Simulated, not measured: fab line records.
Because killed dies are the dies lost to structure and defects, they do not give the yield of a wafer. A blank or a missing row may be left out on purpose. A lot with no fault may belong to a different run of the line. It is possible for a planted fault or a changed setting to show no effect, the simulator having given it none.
Split-lot trial || flow n5_finfet || on a route of 1938 steps: 7 lots, 39 wafers read

== SPLIT DETAILS ==
At N5_MIM_BOT_SPUTTER_00 (material TiN, target thk 35 nm, time 89.7 s), the setting time_s was moved away from the recipe's 89.7 s on 15 of the 39 wafers read, by -59.5% to +38.8%. This setting was run at the recipe's value on the other wafers.

Reading taken at the split's own step.

== THE READING ==
TiN_of_MIM_BOT_SPUTTER_00.thk_nm (the simulator's own value, which no gauge read), in nm, at N5_MIM_BOT_SPUTTER_00 (material TiN, target thk 35 nm, time 89.7 s). The file does not state a usual value for it. The 24 wafers here that ran the recipe average 35.0 nm, standard deviation 0.44 nm.

{"wafer": "L076.1", "tool, chamber at the split": "pvd_sputter-02, -", "time_s as run, s": 89.7, "against the recipe": "recipe", "TiN_of_MIM_BOT_SPUTTER_00.thk_nm, nm": 35.4, "against lot-mates on the recipe": "-"}
{"wafer": "L076.2", "tool, chamber at the split": "pvd_sputter-02, -", "time_s as run, s": 115.8, "against the recipe": "+29.1%", "TiN_of_MIM_BOT_SPUTTER_00.thk_nm, nm": 45.6, "against lot-mates on the recipe": "+10.6"}
{"wafer": "L076.3", "tool, chamber at the split": "pvd_sputter-02, -", "time_s as run, s": 89.7, "against the recipe": "recipe", "TiN_of_MIM_BOT_SPUTTER_00.thk_nm, nm": 35, "against lot-mates on the recipe": "-"}
{"wafer": "L076.4", "tool, chamber at the split": "pvd_sputter-02, -", "time_s as run, s": 115.8, "against the recipe": "+29.1%", "TiN_of_MIM_BOT_SPUTTER_00.thk_nm, nm": 44.8, "against lot-mates on the recipe": "+9.8"}
{"wafer": "L076.5", "tool, chamber at the split": "pvd_sputter-02, -", "time_s as run, s": 89.7, "against the recipe": "recipe", "TiN_of_MIM_BOT_SPUTTER_00.thk_nm, nm": 34.6, "against lot-mates on the recipe": "-"}
{"wafer": "L076.6", "tool, chamber at the split": "pvd_sputter-02, -", "time_s as run, s": 115.8, "against the recipe": "+29.1%", "TiN_of_MIM_BOT_SPUTTER_00.thk_nm, nm": 45.8, "against lot-mates on the recipe": "+10.8"}
{"wafer": "L079.1", "tool, chamber at the split": "pvd_sputter-01, -", "time_s as run, s": 89.7, "against the recipe": "recipe", "TiN_of_MIM_BOT_SPUTTER_00.thk_nm, nm": 34, "against lot-mates on the recipe": "-"}
{"wafer": "L079.2", "tool, chamber at the split": "pvd_sputter-01, -", "time_s as run, s": 124.5, "against the recipe": "+38.8%", "TiN_of_MIM_BOT_SPUTTER_00.thk_nm, nm": 47.8, "against lot-mates on the recipe": "+13.6"}
{"wafer": "L079.6", "tool, chamber at the split": "pvd_sputter-01, -", "time_s as run, s": 124.5, "against the recipe": "+38.8%", "TiN_of_MIM_BOT_SPUTTER_00.thk_nm, nm": 47.8, "against lot-mates on the recipe": "+13.6"}
{"wafer": "L079.3", "tool, chamber at the split": "pvd_sputter-01, -", "time_s as run, s": 89.7, "against the recipe": "recipe", "TiN_of_MIM_BOT_SPUTTER_00.thk_nm, nm": 34.4, "against lot-mates on the recipe": "-"}
{"wafer": "L079.4", "tool, chamber at the split": "pvd_sputter-01, -", "time_s as run, s": 89.7, "against the recipe": "recipe", "TiN_of_MIM_BOT_SPUTTER_00.thk_nm, nm": 34.2, "against lot-mates on the recipe": "-"}
{"wafer": "L079.5", "tool, chamber at the split": "pvd_sputter-01, -", "time_s as run, s": 124.5, "against the recipe": "+38.8%", "TiN_of_MIM_BOT_SPUTTER_00.thk_nm, nm": 47.6, "against lot-mates on the recipe": "+13.4"}
{"wafer": "L083.2", "tool, chamber at the split": "pvd_sputter-03, -", "time_s as run, s": 89.7, "against the recipe": "recipe", "TiN_of_MIM_BOT_SPUTTER_00.thk_nm, nm": 34.8, "against lot-mates on the recipe": "-"}
{"wafer": "L083.5", "tool, chamber at the split": "pvd_sputter-03, -", "time_s as run, s": 89.7, "against the recipe": "recipe", "TiN_of_MIM_BOT_SPUTTER_00.thk_nm, nm": 34.8, "against lot-mates on the recipe": "-"}
{"wafer": "L083.6", "tool, chamber at the split": "pvd_sputter-03, -", "time_s as run, s": 89.7, "against the recipe": "recipe", "TiN_of_MIM_BOT_SPUTTER_00.thk_nm, nm": 34.6, "against lot-mates on the recipe": "-"}
{"wafer": "L088.1", "tool, chamber at the split": "pvd_sputter-03, -", "time_s as run, s": 89.7, "against the recipe": "recipe", "TiN_of_MIM_BOT_SPUTTER_00.thk_nm, nm": 35.4, "against lot-mates on the recipe": "-"}
{"wafer": "L088.2", "tool, chamber at the split": "pvd_sputter-03, -", "time_s as run, s": 89.7, "against the recipe": "recipe", "TiN_of_MIM_BOT_SPUTTER_00.thk_nm, nm": 35, "against lot-mates on the recipe": "-"}
{"wafer": "L088.3", "tool, chamber at the split": "pvd_sputter-03, -", "time_s as run, s": 89.7, "against the recipe": "recipe", "TiN_of_MIM_BOT_SPUTTER_00.thk_nm, nm": 34.6, "against lot-mates on the recipe": "-"}
{"wafer": "L088.4", "tool, chamber at the split": "pvd_sputter-03, -", "time_s as run, s": 117, "against the recipe": "+30.4%", "TiN_of_MIM_BOT_SPUTTER_00.thk_nm, nm": 45.6, "against lot-mates on the recipe": "+10.6"}
{"wafer": "L088.6", "tool, chamber at the split": "pvd_sputter-03, -", "time_s as run, s": 117, "against the recipe": "+30.4%", "TiN_of_MIM_BOT_SPUTTER_00.thk_nm, nm": 45.6, "against lot-mates on the recipe": "+10.6"}
{"wafer": "L088.5", "tool, chamber at the split": "pvd_sputter-03, -", "time_s as run, s": 117, "against the recipe": "+30.4%", "TiN_of_MIM_BOT_SPUTTER_00.thk_nm, nm": 46, "against lot-mates on the recipe": "+11.0"}
{"wafer": "L092.1", "tool, chamber at the split": "pvd_sputter-03, -", "time_s as run, s": 36.34, "against the recipe": "-59.5%", "TiN_of_MIM_BOT_SPUTTER_00.thk_nm, nm": 14.8, "against lot-mates on the recipe": -20.3}
{"wafer": "L092.2", "tool, chamber at the split": "pvd_sputter-03, -", "time_s as run, s": 36.34, "against the recipe": "-59.5%", "TiN_of_MIM_BOT_SPUTTER_00.thk_nm, nm": 14.8, "against lot-mates on the recipe": -20.3}
{"wafer": "L092.3", "tool, chamber at the split": "pvd_sputter-03, -", "time_s as run, s": 89.7, "against the recipe": "recipe", "TiN_of_MIM_BOT_SPUTTER_00.thk_nm, nm": 35, "against lot-mates on the recipe": "-"}
{"wafer": "L092.4", "tool, chamber at the split": "pvd_sputter-03, -", "time_s as run, s": 89.7, "against the recipe": "recipe", "TiN_of_MIM_BOT_SPUTTER_00.thk_nm, nm": 35.2, "against lot-mates on the recipe": "-"}
{"wafer": "L092.5", "tool, chamber at the split": "pvd_sputter-03, -", "time_s as run, s": 89.7, "against the recipe": "recipe", "TiN_of_MIM_BOT_SPUTTER_00.thk_nm, nm": 35.2, "against lot-mates on the recipe": "-"}
{"wafer": "L092.6", "tool, chamber at the split": "pvd_sputter-03, -", "time_s as run, s": 36.34, "against the recipe": "-59.5%", "TiN_of_MIM_BOT_SPUTTER_00.thk_nm, nm": 14.4, "against lot-mates on the recipe": -20.7}
{"wafer": "L095.1", "tool, chamber at the split": "pvd_sputter-02, -", "time_s as run, s": 89.7, "against the recipe": "recipe", "TiN_of_MIM_BOT_SPUTTER_00.thk_nm, nm": 35.4, "against lot-mates on the recipe": "-"}
{"wafer": "L095.2", "tool, chamber at the split": "pvd_sputter-02, -", "time_s as run, s": 89.7, "against the recipe": "recipe", "TiN_of_MIM_BOT_SPUTTER_00.thk_nm, nm": 34.8, "against lot-mates on the recipe": "-"}
{"wafer": "L095.3", "tool, chamber at the split": "pvd_sputter-02, -", "time_s as run, s": 89.7, "against the recipe": "recipe", "TiN_of_MIM_BOT_SPUTTER_00.thk_nm, nm": 34.8, "against lot-mates on the recipe": "-"}
{"wafer": "L095.5", "tool, chamber at the split": "pvd_sputter-02, -", "time_s as run, s": 89.7, "against the recipe": "recipe", "TiN_of_MIM_BOT_SPUTTER_00.thk_nm, nm": 34.8, "against lot-mates on the recipe": "-"}
{"wafer": "L095.4", "tool, chamber at the split": "pvd_sputter-02, -", "time_s as run, s": 89.7, "against the recipe": "recipe", "TiN_of_MIM_BOT_SPUTTER_00.thk_nm, nm": 35.8, "against lot-mates on the recipe": "-"}
{"wafer": "L095.6", "tool, chamber at the split": "pvd_sputter-02, -", "time_s as run, s": 89.7, "against the recipe": "recipe", "TiN_of_MIM_BOT_SPUTTER_00.thk_nm, nm": 35.6, "against lot-mates on the recipe": "-"}
{"wafer": "L097.1", "tool, chamber at the split": "pvd_sputter-02, -", "time_s as run, s": 89.7, "against the recipe": "recipe", "TiN_of_MIM_BOT_SPUTTER_00.thk_nm, nm": 35.4, "against lot-mates on the recipe": "-"}
{"wafer": "L097.2", "tool, chamber at the split": "pvd_sputter-02, -", "time_s as run, s": 89.7, "against the recipe": "recipe", "TiN_of_MIM_BOT_SPUTTER_00.thk_nm, nm": 35.6, "against lot-mates on the recipe": "-"}
{"wafer": "L097.3", "tool, chamber at the split": "pvd_sputter-02, -", "time_s as run, s": 89.7, "against the recipe": "recipe", "TiN_of_MIM_BOT_SPUTTER_00.thk_nm, nm": 35, "against lot-mates on the recipe": "-"}
{"wafer": "L097.4", "tool, chamber at the split": "pvd_sputter-02, -", "time_s as run, s": 109.1, "against the recipe": "+21.6%", "TiN_of_MIM_BOT_SPUTTER_00.thk_nm, nm": 43.2, "against lot-mates on the recipe": "+7.9"}
{"wafer": "L097.5", "tool, chamber at the split": "pvd_sputter-02, -", "time_s as run, s": 109.1, "against the recipe": "+21.6%", "TiN_of_MIM_BOT_SPUTTER_00.thk_nm, nm": 43, "against lot-mates on the recipe": "+7.7"}
{"wafer": "L097.6", "tool, chamber at the split": "pvd_sputter-02, -", "time_s as run, s": 109.1, "against the recipe": "+21.6%", "TiN_of_MIM_BOT_SPUTTER_00.thk_nm, nm": 42.6, "against lot-mates on the recipe": "+7.3"}

THE FIT
A straight line over all 39 wafers: TiN_of_MIM_BOT_SPUTTER_00.thk_nm changes by +0.343 nm for each +1% of time_s; r = +1.00; the points scatter about the line by 0.47 nm.
The same after taking each lot's own level away (the mean of its wafers on the recipe; 39 wafers): +0.348 nm for each +1%; r = +1.00; scatter 0.3 nm.
According to that fit, moving time_s by its largest amount changes the reading by 21 nm.
The span of the lots' own levels, 34.20 to 35.33 nm, comes to 2.5 times the standard deviation stated above.
Hence the lot-to-lot level has little effect on the slope; both slopes agree.
Check: -20.7 nm against its lot-mates is what the line predicts for one of the wafers moved furthest among these (-59.5%) when that wafer is left out of the fit. Against them it came out at -20.3 nm.

== THE FILE'S OWN FIT ==
TiN_of_MIM_BOT_SPUTTER_00.thk_nm changes by +0.348 nm for each +1% of time_s, r = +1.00.
